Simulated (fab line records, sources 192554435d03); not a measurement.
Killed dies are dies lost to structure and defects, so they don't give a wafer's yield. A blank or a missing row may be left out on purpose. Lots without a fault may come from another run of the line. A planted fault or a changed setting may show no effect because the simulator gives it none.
fab line records | flow n5_finfet
record lots=24 wafers=72 last_day=17
route steps=1938 shown HKMG_FIN@437 GATE_CUT@489
lots that met no fault: from a run of the same line without faults
start_h: hours from the record's first day to the start of the lot's first wafer shown | wait_h: hours since the lot's step before | " the same as in the row above | L1.1+2: a row that stands for several wafers | - no value, or no start given | * or withheld: withheld | < > ~ a bound
route shown NAME@n: a module of which the file shows steps, and the number in the route of the first | usual: mean/standard deviation of fault-free wafers | same: alike in all rows | chamber/n: place in a boat | sites: the reading at each site | _std_site: their standard deviation | _edge_site: outer sites' mean less inner sites' | radius_mm: how far each site lies from the wafer's centre | mask NAME#n: copy n | behind: the tool/chamber that last shaped the wafer | hold: why the lot was held/for how many hours/how that ended | device: the transistor (n, p or np) that didn't switch | end of line: the same wafers' tests at the end of the route | a step without rows: its recipe alone | killed: dies lost to structure and defects at the first sort, not the wafer's yield | map: a wafer's dies, x killed, . not, _ none there
set.NAME: the setting as run; set.NAME@STEP: as run at that earlier step | model.NAME: the simulator's own value behind a step, which no gauge read
steps of the route over a sample of lots; a table a step, a row a wafer
services: from which hour (start_h, from the record's first day; less than 0 if before it) a tool's chamber was out of use, for how many hours, and why
## steps
# step N5_HKMG_FIN_STRIP_34
# recipe chemistry=CF4 resist=SiARC power_w=300 bias_power_w=75 pressure_mtorr=50 cf4_flow_sccm=150 rf_frequency_hz=6e+07
# usual drypump_motor_current_A=5.6/0.44 oes_product_au=0.80/0.076 rf_vpp_V=271.2/1.4 showerhead_plenum_p_Torr=1.79/0.049 throttle_valve_pct=13.55/0.29
# columns lot.wafer tool chamber start_h wait_h drypump_motor_current_A oes_product_au rf_hours_counter_h rf_vpp_V showerhead_plenum_p_Torr throttle_valve_pct
L074.2 rie_diel-01 2 74.95 0.0 5.8 0.73 185 271.3 1.79 13.96
L074.4 " 0 " " 5.0 0.87 - 269.7 1.77 13.22
L074.5 " 2 " " 5.8 0.73 - 271.4 1.79 13.97
L075.1 rie_diel-03 2 84.63 0.0 5.9 0.94 3 270.3 1.77 13.35
L075.3 " 0 " " 5.5 0.69 220 269.3 1.70 13.52
L075.6 " 2 " " 5.9 0.94 - 271.1 1.77 13.36
L076.1 rie_diel-05 0 89.25 0.0 5.5 0.85 38 272.7 1.88 13.09
L076.2 " 1 " " 5.5 0.75 164 271.9 1.80 14.03
L076.3 " 2 " " 6.2 0.72 192 271.9 1.83 13.68
L077.2 rie_diel-01 0 95.99 0.0 5.1 0.86 36 270.3 1.77 13.25
L077.3 " 3 " " 5.2 0.88 19 270.4 1.75 13.37
L077.6 " 0 " " 5.1 0.85 - 268.4 1.77 13.24
L078.2 rie_diel-05 2 101.58 0.0 6.2 0.71 196 272.5 1.83 13.70
L078.3 " 0 " " 5.5 0.85 43 273.8 1.88 13.10
L078.5 " 2 " " 6.2 0.72 - 272.5 1.83 13.68
L079.1 rie_diel-01 0 106.86 0.0 5.1 0.85 41 271.1 1.77 13.26
L079.4 " 0 " " 5.1 0.85 - 270.2 1.77 13.27
L079.6 " 3 " " 5.2 0.87 - 269.9 1.74 13.40
L080.2 rie_diel-05 2 110.36 0.0 6.2 0.71 198 271.6 1.83 13.69
L080.3 " 3 " " 5.6 0.74 166 270.8 1.79 13.63
L080.6 " 2 " " 6.1 0.71 - 272.5 1.83 13.71
L081.2 rie_diel-01 3 117.80 0.0 5.1 0.87 29 269.8 1.74 13.41
L081.3 " 1 " " 5.6 0.93 9 271.8 1.83 13.12
L081.4 " 0 " " 5.1 0.84 47 271.0 1.77 13.27
L082.1 rie_diel-05 1 123.97 0.0 5.5 0.74 176 271.4 1.80 14.06
L082.2 " 2 " " 6.1 0.70 203 272.3 1.83 13.70
L082.4 " 2 " " 6.2 0.70 - 273.0 1.83 13.71
L083.1 rie_diel-01 3 130.78 0.0 5.2 0.85 34 270.4 1.74 13.43
L083.3 " 1 " " 5.5 0.91 14 271.2 1.83 13.12
L083.6 " 2 " " 5.8 0.71 - 269.3 1.78 14.03
L084.1 rie_diel-01 2 140.22 0.0 5.8 0.70 213 271.2 1.78 14.04
L084.5 " 2 " " 5.8 0.70 - 270.4 1.78 14.01
L084.6 " 1 " " 5.5 0.90 - 271.1 1.83 13.16
L085.4 rie_diel-05 1 144.56 0.0 5.5 0.74 185 271.2 1.80 14.08
L085.5 " 3 " " 5.6 0.73 - 270.9 1.79 13.65
L085.6 " 2 " " 6.1 0.70 - 273.2 1.83 13.74
L086.1 rie_diel-01 3 153.59 0.0 5.2 0.85 41 270.1 1.74 13.42
L086.3 " 2 " " 5.8 0.70 219 270.5 1.78 14.03
L086.4 " 1 " " 5.6 0.90 25 271.3 1.83 13.14
L087.2 rie_diel-03 2 156.16 0.0 5.9 0.88 24 269.7 1.76 13.40
L087.5 " 0 " " 5.5 0.68 - 269.7 1.70 13.56
L087.6 " 1 " " 6.7 0.92 - 272.0 1.78 13.41
L088.1 rie_diel-05 3 159.01 0.0 5.6 0.73 186 270.9 1.78 13.69
L088.2 " 2 " " 6.2 0.70 219 272.7 1.83 13.75
L088.6 " 1 " " 5.5 0.74 - 270.4 1.80 14.10
L089.1 rie_diel-03 2 165.72 0.0 5.9 0.87 27 271.0 1.76 13.41
L089.3 " 0 " " 5.5 0.68 243 268.8 1.70 13.58
L089.5 " 0 " " 5.5 0.68 - 271.9 1.70 13.58
L090.3 rie_diel-03 1 173.71 0.0 6.7 0.90 22 271.2 1.78 13.45
L090.4 " 1 " " 6.7 0.91 - 270.5 1.78 13.44
L090.6 " 3 " " 5.7 0.82 - 272.7 1.88 13.54
L091.1 rie_diel-03 2 180.17 0.0 5.9 0.85 33 270.9 1.76 13.44
L091.3 " 1 " " 6.8 0.90 25 271.3 1.78 13.45
L091.5 " 0 " " 5.5 0.67 - 270.0 1.70 13.57
L092.1 rie_diel-05 0 186.36 0.0 5.5 0.81 69 272.9 1.87 13.17
L092.2 " 1 " " 5.5 0.73 200 270.5 1.79 14.11
L092.6 " 0 " " 5.5 0.82 - 272.6 1.88 13.17
L093.1 rie_diel-01 3 189.99 0.0 5.2 0.83 54 269.7 1.74 13.46
L093.3 " 0 " " 5.1 0.80 75 269.5 1.76 13.34
L093.4 " 1 " " 5.6 0.87 37 272.9 1.82 13.17
L094.1 rie_diel-03 2 200.36 0.0 5.9 0.84 42 270.3 1.76 13.46
L094.5 " 2 " " 5.9 0.85 - 269.8 1.76 13.46
L094.6 " 1 " " 6.8 0.88 - 270.7 1.77 13.44
L095.2 rie_diel-01 0 202.84 0.0 5.0 0.79 79 269.2 1.76 13.35
L095.3 " 3 " " 5.2 0.82 59 270.2 1.73 13.48
L095.5 " 0 " " 5.1 0.80 - 270.1 1.76 13.35
L096.1 rie_diel-05 0 206.73 0.0 5.5 0.81 76 274.5 1.87 13.17
L096.2 " 1 " " 5.5 0.72 207 269.6 1.79 14.14
L096.5 " 3 " " 5.6 0.72 - 272.0 1.78 13.71
L097.2 rie_diel-03 1 215.25 0.0 6.8 0.87 41 270.6 1.77 13.50
L097.3 " 3 " " 5.7 0.80 112 272.8 1.88 13.59
L097.6 " 2 " " 5.9 0.84 - 271.0 1.75 13.45
# step N5_HKMG_FIN_STRIP_88
# recipe chemistry=N2/H2 power_w=2500 temp_c=300 h2_frac=0.65 time_s=360 pressure_mtorr=withheld n2_flow_sccm=1750 h2_flow_sccm=3250
# usual drypump_motor_current_A=5.5/0.31 heater_power_w=528/31
# columns lot.wafer tool chamber start_h wait_h drypump_motor_current_A heater_power_w rf_hours_counter_h
L074.2 plasma_asher-01 0 76.26 0.0 5.7 514 37
L074.4 " 1 " " 5.1 566 -
L074.5 " 0 " " 5.7 517 -
L075.1 plasma_asher-01 0 85.92 0.0 5.6 511 39
L075.3 " 0 " " 5.7 522 -
L075.6 " 1 " " 5.1 570 -
L076.1 plasma_asher-01 0 90.62 0.0 5.6 506 40
L076.2 " 1 " " 5.1 566 40
L076.3 " 1 " " 5.1 560 -
L077.2 plasma_asher-01 1 97.41 0.0 5.1 555 41
L077.3 " 0 " " 5.7 514 -
L077.6 " 0 " " 5.7 516 -
L078.2 plasma_asher-01 0 102.87 0.0 5.7 513 42
L078.3 " 1 " " 5.1 560 -
L078.5 " 1 " " 5.1 561 -
L079.1 plasma_asher-01 1 108.16 0.0 5.1 558 43
L079.4 " 1 " " 5.1 571 -
L079.6 " 0 " " 5.7 506 -
L080.2 plasma_asher-02 0 111.71 0.0 5.9 513 99
L080.3 " 1 " " 5.7 473 -
L080.6 " 1 " " 5.7 480 -
L081.2 plasma_asher-01 0 119.09 0.0 5.7 512 45
L081.3 " 0 " " 5.7 499 -
L081.4 " 1 " " 5.1 547 -
L082.1 plasma_asher-01 0 125.27 0.0 5.7 504 47
L082.2 " 1 " " 5.1 578 47
L082.4 " 0 " " 5.7 504 -
L083.1 plasma_asher-01 1 132.10 0.0 5.1 561 48
L083.3 " 0 " " 5.7 508 -
L083.6 " 0 " " 5.7 514 -
L084.1 plasma_asher-02 1 141.55 0.0 5.7 476 104
L084.5 " 1 " " 5.7 475 -
L084.6 " 0 " " 5.9 534 -
L085.4 plasma_asher-02 0 146.02 0.1 5.9 533 -
L085.5 " 1 " " 5.7 473 -
L085.6 " 0 " " 5.9 527 -
L086.1 plasma_asher-01 0 154.89 0.0 5.6 521 52
L086.3 " 0 " " 5.7 510 -
L086.4 " 1 " " 5.2 547 -
L087.2 plasma_asher-02 0 157.45 0.0 5.9 515 108
L087.5 " 1 " " 5.7 477 -
L087.6 " 0 " " 5.9 533 -
L088.1 plasma_asher-01 0 160.29 0.0 5.7 525 54
L088.2 " 1 " " 5.1 577 54
L088.6 " 1 " " 5.1 566 -
L089.1 plasma_asher-01 0 167.03 0.0 5.7 508 55
L089.3 " 0 " " 5.7 496 -
L089.5 " 1 " " 5.1 571 -
L090.3 plasma_asher-02 0 175.12 0.2 5.9 521 -
L090.4 " 1 " " 5.7 477 -
L090.6 " 1 " " 5.7 500 -
L091.1 plasma_asher-01 1 181.51 0.0 5.1 568 58
L091.3 " 0 " " 5.7 509 -
L091.5 " 1 " " 5.1 559 -
L092.1 plasma_asher-01 1 187.72 0.0 5.1 559 59
L092.2 " 0 " " 5.7 524 59
L092.6 " 1 " " 5.1 569 -
L093.1 plasma_asher-01 1 191.35 0.0 5.1 570 60
L093.3 " 0 " " 5.7 504 -
L093.4 " 1 " " 5.1 579 -
L094.1 plasma_asher-01 0 201.88 0.0 5.7 512 62
L094.5 " 0 " " 5.7 520 -
L094.6 " 1 " " 5.1 561 -
L095.2 plasma_asher-02 1 204.13 0.0 5.7 486 117
L095.3 " 0 " " 5.9 532 -
L095.5 " 1 " " 5.7 496 -
L096.1 plasma_asher-02 1 208.03 0.0 5.7 492 118
L096.2 " 0 " " 5.9 537 118
L096.5 " 1 " " 5.7 475 -
L097.2 plasma_asher-02 1 216.64 0.0 5.7 491 119
L097.3 " 1 " " 5.7 481 -
L097.6 " 1 " " 5.7 489 -
# step N5_HKMG_FIN_ALD_72
# recipe material=W target_thk_a=20 temp_c=300 pressure_torr=7.5 ald_precursor_family=WF6 ald_co_reactant=B2H6 pulse_time_s=1 purge_time_s=2 co_reactant_purge_time_s=2 co_reactant_pulse_time_s=3 ald_cycles=7
# usual heater_power_w=485/52 precursor_pulse_height_rel=1.000/0.021
# columns lot.wafer tool chamber start_h wait_h heater_power_w precursor_pulse_height_rel
L074.2 cvd_w-01 1 78.22 0.2 443 1.021
L074.4 " 0 " " 469 0.991
L074.5 " 1 " " 450 0.997
L075.1 cvd_w-02 0 87.86 0.2 441 1.021
L075.3 " 1 " " 543 0.984
L075.6 " 1 " " 553 1.042
L076.1 cvd_w-02 1 92.55 0.2 550 1.022
L076.2 " 0 " " 446 1.011
L076.3 " 1 " " 553 0.979
L077.2 cvd_w-02 1 99.40 0.2 549 1.010
L077.3 " 0 " " 438 1.000
L077.6 " 0 " " 429 0.959
L078.2 cvd_w-02 1 104.80 0.2 559 1.004
L078.3 " 0 " " 447 0.992
L078.5 " 1 " " 540 1.007
L079.1 cvd_w-02 0 110.12 0.2 441 0.998
L079.4 " 1 " " 549 1.007
L079.6 " 0 " " 441 0.985
L080.2 cvd_w-02 0 113.91 0.4 425 0.997
L080.3 " 0 " " 433 0.992
L080.6 " 0 " " 431 1.009
L081.2 cvd_w-02 1 121.05 0.2 548 1.013
L081.3 " 0 " " 425 0.973
L081.4 " 1 " " 560 1.026
L082.1 cvd_w-02 1 127.22 0.2 549 0.984
L082.2 " 0 " " 450 1.005
L082.4 " 1 " " 575 0.993
L083.1 cvd_w-02 0 134.09 0.2 440 1.019
L083.3 " 1 " " 564 1.021
L083.6 " 1 " " 537 0.999
L084.1 cvd_w-01 1 143.50 0.2 446 1.007
L084.5 " 1 " " 448 0.996
L084.6 " 0 " " 473 0.988
L085.4 cvd_w-02 0 147.90 0.2 433 0.984
L085.5 " 1 " " 552 0.987
L085.6 " 0 " " 438 0.985
L086.1 cvd_w-01 0 156.89 0.2 467 1.015
L086.3 " 0 " " 460 1.014
L086.4 " 1 " " 448 0.985
L087.2 cvd_w-01 1 159.39 0.2 446 0.991
L087.5 " 1 " " 454 0.986
L087.6 " 0 " " 463 0.948
L088.1 cvd_w-02 1 162.22 0.2 554 0.956
L088.2 " 0 " " 449 1.019
L088.6 " 1 " " 543 0.976
L089.1 cvd_w-02 0 168.96 0.2 453 1.001
L089.3 " 0 " " 438 1.010
L089.5 " 0 " " 446 1.014
L090.3 cvd_w-02 1 177.14 0.2 561 1.028
L090.4 " 0 " " 447 0.985
L090.6 " 0 " " 433 1.000
L091.1 cvd_w-02 0 183.44 0.2 440 1.000
L091.3 " 1 " " 575 1.059
L091.5 " 1 " " 542 0.960
L092.1 cvd_w-01 0 189.72 0.2 477 0.985
L092.2 " 1 " " 466 0.946
L092.6 " 0 " " 464 0.999
L093.1 cvd_w-02 0 193.28 0.2 435 0.986
L093.3 " 1 " " 550 0.997
L093.4 " 0 " " 437 1.018
L094.1 cvd_w-01 0 203.81 0.2 449 1.015
L094.5 " 0 " " 464 1.036
L094.6 " 1 " " 456 0.975
L095.2 cvd_w-02 0 206.10 0.2 437 0.955
L095.3 " 1 " " 553 1.018
L095.5 " 0 " " 435 0.971
L096.1 cvd_w-02 1 210.18 0.2 556 0.972
L096.2 " 0 " " 438 1.015
L096.5 " 0 " " 436 1.000
L097.2 cvd_w-01 0 218.57 0.2 472 1.002
L097.3 " 0 " " 466 1.033
L097.6 " 0 " " 483 0.970
# step N5_GATE_CUT_INSPECT_15
# recipe mode=adi inspect_instrument=brightfield
# usual raw_defect_count=140/52
# columns lot.wafer tool chamber start_h wait_h raw_defect_count
L074.2 defect_inspect-01 - 82.87 0.0 121
L074.4 " - " " 95
L074.5 " - " " 173
L075.1 defect_inspect-02 - 94.13 0.1 147
L075.3 " - " " 116
L075.6 " - " " 130
L076.1 defect_inspect-02 - 97.77 0.1 125
L076.2 " - " " 111
L076.3 " - " " 206
L077.2 defect_inspect-01 - 104.07 0.0 131
L077.3 " - " " 107
L077.6 " - " " 100
L078.2 defect_inspect-01 - 109.46 0.0 215
L078.3 " - " " 154
L078.5 " - " " 253
L079.1 defect_inspect-01 - 114.94 0.1 83
L079.4 " - " " 154
L079.6 " - " " 101
L080.2 defect_inspect-01 - 118.82 0.0 70
L080.3 " - " " 139
L080.6 " - " " 127
L081.2 defect_inspect-01 - 125.78 0.0 118
L081.3 " - " " 84
L081.4 " - " " 115
L082.1 defect_inspect-02 - 131.78 0.1 173
L082.2 " - " " 148
L082.4 " - " " 126
L083.1 defect_inspect-01 - 139.02 0.1 185
L083.3 " - " " 92
L083.6 " - " " 159
L084.1 defect_inspect-01 - 148.04 0.1 192
L084.5 " - " " 155
L084.6 " - " " 219
L085.4 defect_inspect-01 - 152.57 0.0 100
L085.5 " - " " 135
L085.6 " - " " 70
L086.1 defect_inspect-02 - 161.78 0.1 160
L086.3 " - " " 146
L086.4 " - " " 156
L087.2 defect_inspect-01 - 163.98 0.0 60
L087.5 " - " " 77
L087.6 " - " " 84
L088.1 defect_inspect-01 - 166.77 0.1 138
L088.2 " - " " 72
L088.6 " - " " 91
L089.1 defect_inspect-01 - 173.51 0.1 105
L089.3 " - " " 72
L089.5 " - " " 66
L090.3 defect_inspect-02 - 182.78 0.0 100
L090.4 " - " " 131
L090.6 " - " " 130
L091.1 defect_inspect-01 - 188.45 0.1 143
L091.3 " - " " 141
L091.5 " - " " 99
L092.1 defect_inspect-02 - 194.31 0.1 196
L092.2 " - " " 112
L092.6 " - " " 183
L093.1 defect_inspect-02 - 198.11 0.1 187
L093.3 " - " " 295
L093.4 " - " " 259
L094.1 defect_inspect-01 - 208.39 0.1 130
L094.5 " - " " 123
L094.6 " - " " 163
L095.2 defect_inspect-01 - 211.28 0.0 313
L095.3 " - " " 203
L095.5 " - " " 258
L096.1 defect_inspect-02 - 215.03 0.1 125
L096.2 " - " " 157
L096.5 " - " " 136
L097.2 defect_inspect-01 - 223.13 0.0 129
L097.3 " - " " 119
L097.6 " - " " 100
# step N5_GATE_CUT_DESCUM_18
# recipe chemistry=O2 time_s=7 source_power_w=50 bias_power_w=20 pressure_mtorr=20 rf_frequency_hz=2.712e+07 temp_c=40 resist=CAR-EUV o2_flow_sccm=225
# usual drypump_motor_current_A=5.8/0.36 oes_product_au=0.81/0.074 rf_vpp_V=243.4/1.6 showerhead_plenum_p_Torr=2.12/0.087 throttle_valve_pct=20.40/0.27
# columns lot.wafer tool chamber start_h wait_h drypump_motor_current_A oes_product_au rf_hours_counter_h rf_vpp_V showerhead_plenum_p_Torr throttle_valve_pct
L074.2 rie_diel-06 3 83.24 0.4 5.5 0.78 134 245.2 2.19 20.33
L074.4 " 2 " " 6.0 0.87 52 245.0 2.24 20.35
L074.5 " 1 " " 6.2 0.91 - 242.9 2.05 20.01
L075.1 rie_diel-06 3 94.16 0.0 5.6 0.78 137 244.0 2.19 20.31
L075.3 " 1 " " 6.1 0.90 24 243.1 2.05 20.01
L075.6 " 1 " " 6.2 0.90 - 243.5 2.05 20.00
L076.1 rie_diel-04 0 97.81 0.0 5.7 0.68 245 241.8 2.07 20.49
L076.2 " 1 " " 5.5 0.73 181 242.8 2.07 20.29
L076.3 " 1 " " 5.5 0.74 - 244.1 2.07 20.28
L077.2 rie_diel-04 3 104.46 0.4 6.0 0.96 1 243.5 2.14 20.47
L077.3 " 1 " " 5.5 0.72 185 242.7 2.06 20.29
L077.6 " 3 " " 6.0 0.95 - 243.6 2.14 20.45
L078.2 rie_diel-02 1 109.50 0.0 5.6 0.94 24 244.2 2.26 20.27
L078.3 " 2 " " 6.5 0.83 58 242.3 2.04 20.84
L078.5 " 1 " " 5.7 0.94 - 245.2 2.25 20.27
L079.1 rie_diel-06 1 114.98 0.0 6.2 0.88 29 243.5 2.05 20.01
L079.4 " 2 " " 6.0 0.86 60 246.0 2.23 20.36
L079.6 " 1 " " 6.2 0.88 - 241.3 2.05 20.01
L080.2 rie_diel-04 1 118.85 0.0 5.5 0.73 191 242.9 2.06 20.32
L080.3 " 3 " " 6.0 0.95 7 243.2 2.14 20.47
L080.6 " 3 " " 6.0 0.94 - 244.0 2.14 20.45
L081.2 rie_diel-06 1 125.81 0.0 6.2 0.88 33 241.5 2.05 20.04
L081.3 " 3 " " 5.6 0.77 145 244.8 2.19 20.34
L081.4 " 2 " " 6.0 0.85 64 246.4 2.23 20.37
L082.1 rie_diel-02 3 131.81 0.0 5.8 0.85 58 245.8 2.23 19.98
L082.2 " 1 " " 5.6 0.92 30 244.6 2.25 20.28
L082.4 " 2 " " 6.5 0.82 65 243.1 2.04 20.85
L083.1 rie_diel-06 2 139.15 0.1 6.0 0.84 68 245.6 2.23 20.37
L083.3 " 1 " " 6.2 0.87 38 242.5 2.04 20.03
L083.6 " 1 " " 6.2 0.88 - 243.8 2.04 20.04
L084.1 rie_diel-06 0 148.08 0.0 5.7 0.73 188 242.0 2.02 20.69
L084.5 " 0 " " 5.7 0.73 - 241.5 2.02 20.69
L084.6 " 3 " " 5.6 0.77 - 245.4 2.18 20.34
L085.4 rie_diel-06 0 153.13 0.6 5.6 0.72 190 242.2 2.02 20.67
L085.5 " 1 " " 6.2 0.86 - 243.3 2.04 20.05
L085.6 " 0 " " 5.6 0.72 - 241.1 2.02 20.69
L086.1 rie_diel-04 3 161.82 0.0 6.0 0.90 19 245.4 2.14 20.50
L086.3 " 0 " " 5.7 0.94 9 242.1 2.06 20.15
L086.4 " 1 " " 5.5 0.71 206 243.0 2.06 20.34
L087.2 rie_diel-04 3 164.48 0.5 6.0 0.89 19 243.6 2.14 20.49
L087.5 " 1 " " 5.5 0.71 - 243.2 2.06 20.36
L087.6 " 2 " " 5.3 0.82 - 241.9 2.02 20.45
L088.1 rie_diel-04 1 166.81 0.0 5.5 0.71 207 242.5 2.06 20.33
L088.2 " 3 " " 6.0 0.90 19 244.0 2.14 20.50
L088.6 " 0 " " 5.6 0.94 - 241.6 2.06 20.15
L089.1 rie_diel-02 2 174.07 0.6 6.5 0.80 78 241.6 2.03 20.86
L089.3 " 0 " " 5.1 0.76 155 245.2 2.20 20.81
L089.5 " 2 " " 6.5 0.80 - 243.2 2.03 20.87
L090.3 rie_diel-04 2 182.81 0.0 5.4 0.83 93 241.4 2.02 20.48
L090.4 " 1 " " 5.5 0.71 211 242.8 2.06 20.35
L090.6 " 0 " " 5.6 0.94 - 240.7 2.06 20.18
L091.1 rie_diel-02 1 188.48 0.0 5.6 0.89 47 245.0 2.25 20.31
L091.3 " 3 " " 5.8 0.82 75 244.7 2.22 20.01
L091.5 " 3 " " 5.8 0.82 - 245.2 2.22 20.02
L092.1 rie_diel-02 0 194.36 0.0 5.1 0.75 161 244.8 2.20 20.85
L092.2 " 1 " " 5.6 0.87 49 245.8 2.25 20.31
L092.6 " 1 " " 5.6 0.88 - 245.9 2.25 20.31
L093.1 rie_diel-06 3 198.60 0.5 5.6 0.75 168 245.9 2.18 20.36
L093.3 " 0 " " 5.6 0.71 204 241.2 2.01 20.71
L093.4 " 1 " " 6.2 0.85 55 242.8 2.04 20.06
L094.1 rie_diel-06 0 208.97 0.6 5.6 0.71 206 240.7 2.01 20.72
L094.5 " 0 " " 5.6 0.71 - 241.9 2.01 20.72
L094.6 " 3 " " 5.6 0.75 - 244.2 2.18 20.37
L095.2 rie_diel-02 0 211.32 0.0 5.1 0.74 166 243.8 2.20 20.83
L095.3 " 2 " " 6.5 0.78 90 243.4 2.03 20.88
L095.5 " 3 " " 5.9 0.81 - 245.7 2.22 20.03
L096.1 rie_diel-02 2 215.09 0.1 6.5 0.79 91 243.0 2.03 20.90
L096.2 " 3 " " 5.9 0.82 83 244.7 2.22 20.02
L096.5 " 1 " " 5.6 0.89 - 245.8 2.24 20.31
L097.2 rie_diel-06 1 223.17 0.0 6.2 0.83 62 241.7 2.04 20.07
L097.3 " 0 " " 5.6 0.71 211 242.0 2.01 20.72
L097.6 " 1 " " 6.2 0.83 - 241.8 2.04 20.08
# step N5_GATE_CUT_STRIP_41
# recipe chemistry=CF4 resist=SiARC power_w=300 bias_power_w=75 pressure_mtorr=50 cf4_flow_sccm=150 rf_frequency_hz=6e+07
# usual drypump_motor_current_A=5.8/0.36 oes_product_au=0.188/0.018 rf_vpp_V=271.4/1.6 showerhead_plenum_p_Torr=1.81/0.068 throttle_valve_pct=13.49/0.24
# columns lot.wafer tool chamber start_h wait_h drypump_motor_current_A oes_product_au rf_hours_counter_h rf_vpp_V showerhead_plenum_p_Torr throttle_valve_pct
L074.2 rie_diel-06 3 83.46 0.0 5.6 0.184 134 272.3 1.85 13.45
L074.4 " 2 " " 6.0 0.211 52 273.2 1.89 13.30
L074.5 " 1 " " 6.2 0.212 - 270.1 1.76 13.16
L075.1 rie_diel-06 3 94.39 0.0 5.6 0.181 137 272.5 1.85 13.45
L075.3 " 1 " " 6.2 0.211 24 268.9 1.76 13.16
L075.6 " 1 " " 6.2 0.213 - 270.7 1.76 13.15
L076.1 rie_diel-04 0 98.15 0.1 5.6 0.161 245 270.8 1.76 13.70
L076.2 " 1 " " 5.5 0.175 181 270.1 1.80 13.69
L076.3 " 1 " " 5.5 0.173 - 271.6 1.80 13.69
L077.2 rie_diel-04 3 104.69 0.0 6.0 0.230 2 272.2 1.84 13.49
L077.3 " 1 " " 5.5 0.171 185 271.5 1.80 13.71
L077.6 " 3 " " 6.0 0.224 - 271.7 1.84 13.51
L078.2 rie_diel-02 1 109.72 0.0 5.6 0.221 24 273.0 1.91 13.20
L078.3 " 2 " " 6.5 0.190 58 271.1 1.74 13.77
L078.5 " 1 " " 5.6 0.215 - 273.4 1.91 13.17
L079.1 rie_diel-06 1 115.20 0.0 6.2 0.203 30 270.4 1.76 13.17
L079.4 " 2 " " 6.0 0.197 60 273.7 1.89 13.30
L079.6 " 1 " " 6.2 0.206 - 270.2 1.76 13.18
L080.2 rie_diel-04 1 119.08 0.0 5.5 0.166 191 269.8 1.80 13.70
L080.3 " 3 " " 6.0 0.219 7 271.7 1.84 13.50
L080.6 " 3 " " 6.0 0.219 - 271.7 1.84 13.50
L081.2 rie_diel-06 1 126.03 0.0 6.2 0.202 33 270.4 1.75 13.19
L081.3 " 3 " " 5.6 0.185 145 271.7 1.85 13.48
L081.4 " 2 " " 6.0 0.197 64 273.4 1.89 13.32
L082.1 rie_diel-02 3 132.04 0.0 5.9 0.200 58 273.9 1.91 13.17
L082.2 " 1 " " 5.7 0.201 30 275.1 1.90 13.18
L082.4 " 2 " " 6.5 0.189 65 269.0 1.74 13.78
L083.1 rie_diel-06 2 139.37 0.0 6.0 0.199 68 273.0 1.89 13.33
L083.3 " 1 " " 6.2 0.201 38 270.0 1.75 13.22
L083.6 " 1 " " 6.2 0.204 - 271.4 1.75 13.21
L084.1 rie_diel-06 0 148.30 0.0 5.6 0.171 188 270.4 1.71 13.70
L084.5 " 0 " " 5.6 0.172 - 269.5 1.71 13.70
L084.6 " 3 " " 5.6 0.181 - 273.4 1.85 13.48
L085.4 rie_diel-06 0 153.35 0.0 5.6 0.161 190 270.8 1.71 13.69
L085.5 " 1 " " 6.2 0.205 - 271.1 1.75 13.20
L085.6 " 0 " " 5.6 0.163 - 271.0 1.71 13.70
L086.1 rie_diel-04 3 162.04 0.0 6.0 0.209 19 273.2 1.83 13.53
L086.3 " 0 " " 5.6 0.219 9 270.5 1.76 13.17
L086.4 " 1 " " 5.6 0.158 206 271.3 1.79 13.75
L087.2 rie_diel-04 3 164.71 0.0 6.0 0.204 19 272.7 1.83 13.54
L087.5 " 1 " " 5.6 0.161 - 270.4 1.79 13.76
L087.6 " 2 " " 5.3 0.195 - 270.4 1.74 13.61
L088.1 rie_diel-04 1 167.03 0.0 5.5 0.165 207 270.7 1.79 13.74
L088.2 " 3 " " 6.0 0.203 19 271.3 1.83 13.55
L088.6 " 0 " " 5.6 0.223 - 270.6 1.76 13.18
L089.1 rie_diel-02 2 174.30 0.0 6.5 0.188 78 271.6 1.74 13.80
L089.3 " 0 " " 5.1 0.173 155 272.6 1.87 13.79
L089.5 " 2 " " 6.5 0.189 - 270.8 1.74 13.80
L090.3 rie_diel-04 2 183.04 0.0 5.4 0.188 94 269.8 1.74 13.63
L090.4 " 1 " " 5.5 0.162 211 270.9 1.79 13.78
L090.6 " 0 " " 5.6 0.220 - 269.4 1.76 13.19
L091.1 rie_diel-02 1 188.71 0.0 5.6 0.204 47 272.8 1.90 13.24
L091.3 " 3 " " 5.8 0.194 75 273.4 1.91 13.19
L091.5 " 3 " " 5.9 0.199 - 273.6 1.91 13.21
L092.1 rie_diel-02 0 194.58 0.0 5.1 0.164 161 270.4 1.87 13.81
L092.2 " 1 " " 5.6 0.210 49 273.3 1.90 13.23
L092.6 " 1 " " 5.6 0.201 - 274.0 1.90 13.23
L093.1 rie_diel-06 3 198.83 0.0 5.6 0.173 168 271.5 1.85 13.52
L093.3 " 0 " " 5.6 0.165 204 270.7 1.71 13.73
L093.4 " 1 " " 6.2 0.198 55 270.5 1.75 13.23
L094.1 rie_diel-06 0 209.20 0.0 5.7 0.170 206 270.3 1.71 13.74
L094.5 " 0 " " 5.6 0.169 - 268.7 1.71 13.75
L094.6 " 3 " " 5.6 0.179 - 271.8 1.84 13.53
L095.2 rie_diel-02 0 211.54 0.0 5.1 0.165 166 271.6 1.87 13.81
L095.3 " 2 " " 6.5 0.185 90 269.4 1.74 13.81
L095.5 " 3 " " 5.8 0.196 - 274.3 1.90 13.21
L096.1 rie_diel-02 2 215.32 0.0 6.5 0.182 92 268.9 1.73 13.83
L096.2 " 3 " " 5.8 0.190 83 272.6 1.90 13.23
L096.5 " 1 " " 5.7 0.196 - 273.2 1.90 13.24
L097.2 rie_diel-06 1 223.39 0.0 6.2 0.195 62 269.7 1.75 13.27
L097.3 " 0 " " 5.7 0.166 211 271.0 1.71 13.76
L097.6 " 1 " " 6.2 0.201 - 270.5 1.75 13.25
## services
# columns tool chamber start_h hours kind
rie_diel-04 1 53.27 13.5 repair
rie_diel-04 3 67.02 - clean
rie_diel-04 3 67.02 - consumable_replace:focus_ring
rie_diel-04 3 67.02 34.7 scheduled_down
rie_diel-04 3 67.02 34.7 vent_cycle
rie_diel-05 0 77.23 7.1 repair
rie_diel-02 1 80.37 7.8 repair
rie_diel-02 0 80.68 14.0 repair
plasma_asher-01 - 84.38 1.2 repair
plasma_asher-01 - 88.71 1.4 repair
rie_diel-01 1 94.09 2.9 repair
rie_diel-04 2 97.38 9.7 repair
rie_diel-04 0 107.21 - clean
cvd_w-01 - 108.28 14.6 pm
rie_diel-05 0 122.16 10.0 repair
rie_diel-03 - 128.90 15.6 pm
rie_diel-02 3 139.39 2.0 repair
rie_diel-04 3 146.43 9.5 repair
rie_diel-03 0 168.28 7.7 repair
rie_diel-01 - 178.16 0.7 repair
rie_diel-06 1 181.26 7.0 repair
plasma_asher-02 - 184.82 2.1 repair
rie_diel-06 2 187.71 4.6 repair
rie_diel-05 1 213.01 3.8 repair
## key
fault none
